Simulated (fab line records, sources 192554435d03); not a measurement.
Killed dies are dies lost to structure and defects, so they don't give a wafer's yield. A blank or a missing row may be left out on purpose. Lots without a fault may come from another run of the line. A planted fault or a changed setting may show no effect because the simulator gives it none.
Which tool did it? | flow n5_finfet | 24 lots, 72 wafers sampled, at 6 steps of a route of 1938

WHAT THE GAUGES READ, wafer by wafer
N5_BEOL_M12_CD_MEAS_17: target cd 140 nm. Usual: cd_nm 140.8 nm, standard deviation 1.9.
lot  | measured     | on        | cd_nm (nm)        | flag
L076 | day 10 08:38 | cd_sem-02 | 143.1 141.6 141.9 |
L075 | day 10 09:11 | cd_sem-01 | 139.1 140.8 137.9 |
L074 | day 10 13:52 | cd_sem-03 | 142.7 138.9 144.6 |
L077 | day 11 01:28 | cd_sem-02 | 139.5 140.5 140.0 |
L078 | day 11 12:50 | cd_sem-02 | 141.9 140.9 140.3 |
L079 | day 11 19:02 | cd_sem-01 | 143.2 139.9 143.8 |
L080 | day 12 05:01 | cd_sem-02 | 141.1 143.6 143.0 |
L081 | day 12 12:37 | cd_sem-01 | 142.0 143.0 137.7 |
L083 | day 12 14:09 | cd_sem-02 | 142.7 142.9 140.5 |
L084 | day 12 21:42 | cd_sem-01 | 140.7 140.5 142.8 |
L082 | day 12 23:01 | cd_sem-03 | 142.3 141.5 140.7 |
L085 | day 13 05:50 | cd_sem-01 | 141.7 140.7 142.9 |
L086 | day 13 21:41 | cd_sem-03 | 139.7 138.8 141.2 |
L087 | day 14 06:47 | cd_sem-03 | 140.3 144.0 141.6 |
L088 | day 14 07:28 | cd_sem-02 | 142.6 139.5 141.4 |
L089 | day 14 11:36 | cd_sem-02 | 144.3 142.6 142.6 |
L090 | day 14 14:29 | cd_sem-01 | 143.5 140.5 139.4 |
L091 | day 14 14:45 | cd_sem-03 | 136.7 137.3 138.4 |
L092 | day 15 06:22 | cd_sem-03 | 141.0 138.4 138.3 |
L094 | day 15 21:39 | cd_sem-02 | 139.6 139.3 139.5 |
L093 | day 15 23:06 | cd_sem-02 | 143.8 138.6 140.8 |
L097 | day 16 06:01 | cd_sem-03 | 138.2 139.5 141.5 |
L096 | day 16 21:25 | cd_sem-01 | 140.9 142.1 139.2 |
L095 | day 16 21:27 | cd_sem-02 | 136.6 140.4 140.3 |

N5_BEOL_M12_INSPECT_55: inspects for defects (darkfield). Usual: raw_defect_count 75, standard deviation 23.
lot  | measured     | on                | raw_defect_count | flag
L076 | day 10 14:11 | defect_inspect-01 | 55 147 57        |
L075 | day 10 15:35 | defect_inspect-02 | 58 52 39         |
L074 | day 10 20:08 | defect_inspect-02 | 83 73 54         |
L077 | day 11 05:26 | defect_inspect-01 | 50 64 111        |
L078 | day 11 19:35 | defect_inspect-01 | 74 43 64         |
L079 | day 11 21:46 | defect_inspect-02 | 50 112 51        |
L080 | day 12 11:07 | defect_inspect-02 | 136 63 53        |
L081 | day 12 17:37 | defect_inspect-02 | 92 58 70         |
L083 | day 12 20:28 | defect_inspect-02 | 52 65 44         |
L084 | day 13 05:13 | defect_inspect-01 | 89 104 93        |
L082 | day 13 06:23 | defect_inspect-02 | 90 58 42         |
L085 | day 13 12:22 | defect_inspect-01 | 96 61 69         |
L086 | day 14 02:53 | defect_inspect-01 | 49 50 63         |
L087 | day 14 09:46 | defect_inspect-02 | 94 108 105       |
L088 | day 14 13:02 | defect_inspect-02 | 85 113 83        |
L089 | day 14 16:55 | defect_inspect-02 | 60 65 45         |
L090 | day 14 17:22 | defect_inspect-01 | 74 90 79         |
L091 | day 14 20:28 | defect_inspect-01 | 72 96 86         |
L092 | day 15 10:47 | defect_inspect-01 | 84 74 134        |
L094 | day 16 00:47 | defect_inspect-01 | 65 92 90         |
L093 | day 16 02:20 | defect_inspect-01 | 46 64 78         |
L097 | day 16 12:47 | defect_inspect-02 | 89 129 66        |
L096 | day 17 01:17 | defect_inspect-02 | 90 89 85         |
L095 | day 17 02:49 | defect_inspect-02 | 74 86 92         |

N5_BEOL_M13_CD_MEAS_10: target cd 190 nm. Usual: cd_nm 189.1 nm, standard deviation 1.6.
lot  | measured     | on        | cd_nm (nm)        | flag
L076 | day 10 14:44 | cd_sem-03 | 189.7 190.2 190.0 |
L075 | day 10 16:05 | cd_sem-03 | 191.5 190.8 190.5 |
L074 | day 10 20:38 | cd_sem-02 | 188.8 190.6 188.5 |
L077 | day 11 06:02 | cd_sem-03 | 187.0 187.2 186.9 |
L078 | day 11 20:05 | cd_sem-02 | 187.7 188.7 188.1 |
L079 | day 11 22:16 | cd_sem-01 | 189.8 189.1 189.3 |
L080 | day 12 11:36 | cd_sem-01 | 188.5 188.2 190.0 |
L081 | day 12 18:14 | cd_sem-01 | 192.1 191.9 192.4 |
L083 | day 12 20:58 | cd_sem-02 | 190.6 190.2 189.8 |
L084 | day 13 05:43 | cd_sem-02 | 189.0 190.1 189.4 |
L082 | day 13 07:00 | cd_sem-02 | 191.1 186.9 189.1 |
L085 | day 13 12:59 | cd_sem-03 | 189.4 189.3 188.5 |
L086 | day 14 03:30 | cd_sem-01 | 187.7 188.1 188.3 |
L087 | day 14 10:15 | cd_sem-01 | 189.1 187.9 189.4 |
L088 | day 14 13:39 | cd_sem-02 | 187.9 187.9 187.5 |
L089 | day 14 17:25 | cd_sem-02 | 187.3 187.1 187.4 |
L090 | day 14 17:59 | cd_sem-02 | 189.2 187.9 189.9 |
L091 | day 14 21:05 | cd_sem-03 | 187.6 188.3 187.9 |
L092 | day 15 11:25 | cd_sem-01 | 189.8 189.0 187.9 |
L094 | day 16 01:16 | cd_sem-02 | 189.9 190.3 189.6 |
L093 | day 16 02:57 | cd_sem-03 | 189.8 186.8 189.0 |
L097 | day 16 13:16 | cd_sem-03 | 186.0 184.7 186.0 |
L096 | day 17 01:55 | cd_sem-02 | 191.1 189.8 191.7 |
L095 | day 17 03:25 | cd_sem-01 | 186.5 187.9 186.5 |

N5_BEOL_M13_OVL_MEAS_29. Usual: M13_OVL -1 nm, standard deviation 6.
lot  | measured     | on         | M13_OVL (nm) | flag
L076 | day 10 15:51 | overlay-02 | 5 5 -4       |
L075 | day 10 17:24 | overlay-01 | -10 -6 -4    |
L074 | day 10 21:49 | overlay-01 | 0 11 5       |
L077 | day 11 07:01 | overlay-01 | 0 9 4        |
L078 | day 11 21:11 | overlay-02 | 2 1 1        |
L079 | day 11 23:14 | overlay-01 | 0 -1 -2      |
L080 | day 12 12:43 | overlay-02 | -19 -14 -15  |
L081 | day 12 19:20 | overlay-02 | -13 -9 -11   |
L083 | day 12 22:04 | overlay-02 | -8 -3 -6     |
L084 | day 13 06:43 | overlay-02 | -3 3 1       |
L082 | day 13 08:09 | overlay-02 | 8 7 6        |
L085 | day 13 14:05 | overlay-02 | -5 -4 -12    |
L086 | day 14 04:31 | overlay-01 | 7 3 -7       |
L087 | day 14 11:21 | overlay-01 | -2 -5 0      |
L088 | day 14 14:45 | overlay-02 | 6 1 -1       |
L089 | day 14 18:31 | overlay-01 | 3 0 11       |
L090 | day 14 18:58 | overlay-01 | -4 2 -5      |
L091 | day 14 22:09 | overlay-01 | 6 -3 -2      |
L092 | day 15 12:43 | overlay-02 | -6 -11 -9    |
L094 | day 16 02:16 | overlay-02 | 0 0 3        |
L093 | day 16 04:01 | overlay-02 | -3 -3 -6     |
L097 | day 16 14:14 | overlay-01 | -4 4 0       |
L096 | day 17 02:53 | overlay-02 | 2 -5 5       |
L095 | day 17 04:24 | overlay-02 | 6 6 3        |

WHICH TOOL RAN EACH LOT (tool, then ch and the chambers of the sampled wafers, then the start)
lot  | N5_BEOL_M12_DEGAS_41         | N5_BEOL_M13_STRIP_64
L076 | pvd_sputter-02, day 10 12:48 | plasma_asher-01 ch 0,1, day 10 15:13
L075 | pvd_sputter-03, day 10 13:33 | plasma_asher-02 ch 0,1, day 10 16:52
L074 | pvd_sputter-01, day 10 18:52 | plasma_asher-01 ch 0,1, day 10 21:07
L077 | pvd_sputter-01, day 11 04:08 | plasma_asher-02 ch 0,1, day 11 06:32
L078 | pvd_sputter-02, day 11 18:20 | plasma_asher-02 ch 0,1, day 11 20:33
L079 | pvd_sputter-01, day 11 20:31 | plasma_asher-01 ch 0, day 11 22:44
L080 | pvd_sputter-03, day 12 09:52 | plasma_asher-02 ch 0,1, day 12 12:05
L081 | pvd_sputter-02, day 12 16:16 | plasma_asher-01 ch 0,1, day 12 18:44
L083 | pvd_sputter-02, day 12 19:14 | plasma_asher-01 ch 0,1, day 12 21:26
L084 | pvd_sputter-02, day 13 03:52 | plasma_asher-02 ch 0,1, day 13 06:13
L082 | pvd_sputter-01, day 13 05:07 | plasma_asher-02 ch 1, day 13 07:31
L085 | pvd_sputter-02, day 13 11:07 | plasma_asher-02 ch 0,1, day 13 13:27
L086 | pvd_sputter-03, day 14 01:37 | plasma_asher-02 ch 0,1, day 14 03:58
L087 | pvd_sputter-01, day 14 08:31 | plasma_asher-01 ch 0,1, day 14 10:43
L088 | pvd_sputter-03, day 14 11:47 | plasma_asher-02 ch 0,1, day 14 14:07
L089 | pvd_sputter-02, day 14 15:38 | plasma_asher-01 ch 0,1, day 14 17:53
L090 | pvd_sputter-02, day 14 16:05 | plasma_asher-01 ch 0,1, day 14 18:29
L091 | pvd_sputter-02, day 14 19:13 | plasma_asher-02 ch 1, day 14 21:39
L092 | pvd_sputter-03, day 15 09:32 | plasma_asher-02 ch 0,1, day 15 12:04
L094 | pvd_sputter-01, day 15 23:32 | plasma_asher-02 ch 0,1, day 16 01:46
L093 | pvd_sputter-02, day 16 01:05 | plasma_asher-01 ch 0,1, day 16 03:31
L097 | pvd_sputter-03, day 16 11:32 | plasma_asher-02 ch 0,1, day 16 13:46
L096 | pvd_sputter-01, day 17 00:00 | plasma_asher-01 ch 0,1, day 17 02:23
L095 | pvd_sputter-02, day 17 01:32 | plasma_asher-02 ch 0,1, day 17 03:54
- N5_BEOL_M12_DEGAS_41: time 60 s.
- N5_BEOL_M13_STRIP_64: strips in N2/H2.

WHAT THE TOOLS THEMSELVES READ (means of the sampled wafers that have a number; where no wafer has one, the mark that the record gives instead)
N5_BEOL_M12_DEGAS_41. Usual: heater_power_w 339 W, standard deviation 34.
lot  | tool           | heater_power_w (W) | flag
L076 | pvd_sputter-02 | 339                |
L075 | pvd_sputter-03 | 328                |
L074 | pvd_sputter-01 | 307                |
L077 | pvd_sputter-01 | 334                |
L078 | pvd_sputter-02 | 374                |
L079 | pvd_sputter-01 | 344                |
L080 | pvd_sputter-03 | 320                |
L081 | pvd_sputter-02 | 368                |
L083 | pvd_sputter-02 | 354                |
L084 | pvd_sputter-02 | 351                |
L082 | pvd_sputter-01 | 329                |
L085 | pvd_sputter-02 | 357                |
L086 | pvd_sputter-03 | 324                |
L087 | pvd_sputter-01 | 328                |
L088 | pvd_sputter-03 | 330                |
L089 | pvd_sputter-02 | 353                |
L090 | pvd_sputter-02 | 323                |
L091 | pvd_sputter-02 | 386                |
L092 | pvd_sputter-03 | 338                |
L094 | pvd_sputter-01 | 339                |
L093 | pvd_sputter-02 | 375                |
L097 | pvd_sputter-03 | 352                |
L096 | pvd_sputter-01 | 326                |
L095 | pvd_sputter-02 | 328                |

N5_BEOL_M13_STRIP_64. Usual: drypump_motor_current_A 6.0 A, standard deviation 0.35; heater_power_w 325 W, standard deviation 20; oes_product_au 0.715 a.u., standard deviation 0.0042; strip_time_to_endpoint_s 31.34 s, standard deviation 0.07.
lot  | tool            | drypump_motor_current_A (A) | heater_power_w (W) | oes_product_au (a.u.) | strip_time_to_endpoint_s (s) | flag
L076 | plasma_asher-01 | 6.1                         | 330                | 0.713                 | 31.36                        |
L075 | plasma_asher-02 | 5.9                         | 318                | 0.711                 | 31.43                        |
L074 | plasma_asher-01 | 6.0                         | 325                | 0.716                 | 31.39                        |
L077 | plasma_asher-02 | 5.9                         | 317                | 0.716                 | 31.45                        |
L078 | plasma_asher-02 | 5.9                         | 310                | 0.716                 | 31.32                        |
L079 | plasma_asher-01 | 5.8                         | 322                | 0.718                 | 31.44                        |
L080 | plasma_asher-02 | 5.9                         | 316                | 0.714                 | 31.37                        |
L081 | plasma_asher-01 | 5.9                         | 327                | 0.714                 | 31.25                        |
L083 | plasma_asher-01 | 6.1                         | 320                | 0.714                 | 31.29                        |
L084 | plasma_asher-02 | 6.1                         | 330                | 0.714                 | 31.31                        |
L082 | plasma_asher-02 | 5.6                         | 291                | 0.717                 | 31.29                        |
L085 | plasma_asher-02 | 5.9                         | 316                | 0.719                 | 31.24                        |
L086 | plasma_asher-02 | 5.9                         | 317                | 0.715                 | 31.35                        |
L087 | plasma_asher-01 | 6.1                         | 331                | 0.713                 | 31.34                        |
L088 | plasma_asher-02 | 5.9                         | 315                | 0.715                 | 31.32                        |
L089 | plasma_asher-01 | 6.1                         | 330                | 0.714                 | 31.39                        |
L090 | plasma_asher-01 | 6.1                         | 324                | 0.714                 | 31.33                        |
L091 | plasma_asher-02 | 5.6                         | 297                | 0.716                 | 31.35                        |
L092 | plasma_asher-02 | 5.9                         | 318                | 0.717                 | 31.48                        |
L094 | plasma_asher-02 | 5.9                         | 315                | 0.716                 | 31.29                        |
L093 | plasma_asher-01 | 6.0                         | 322                | 0.719                 | 31.29                        |
L097 | plasma_asher-02 | 6.2                         | 337                | 0.716                 | 31.37                        |
L096 | plasma_asher-01 | 5.9                         | 325                | 0.715                 | 31.21                        |
L095 | plasma_asher-02 | 6.2                         | 339                | 0.712                 | 31.31                        |

THE ANSWER, worked out from the rows above alone
Rule: a lot is off if the mean of its wafers that have a number lies more than 3 standard deviations from the usual mean. A lot without any number at a reading at which 4 lots or more have one is off too. The other lots that the step has rows for count as sound. The gauges are gone through in route order, then the tools' own readings, and for those a lot's mean is taken as printed above. The first step at which some lot is off is used, and at that step the reading that is off furthest; a lot without a number counts as furthest.
No lot is off at any reading shown: from this, nothing can be told.

WHAT THE SIMULATOR HAD PUT IN
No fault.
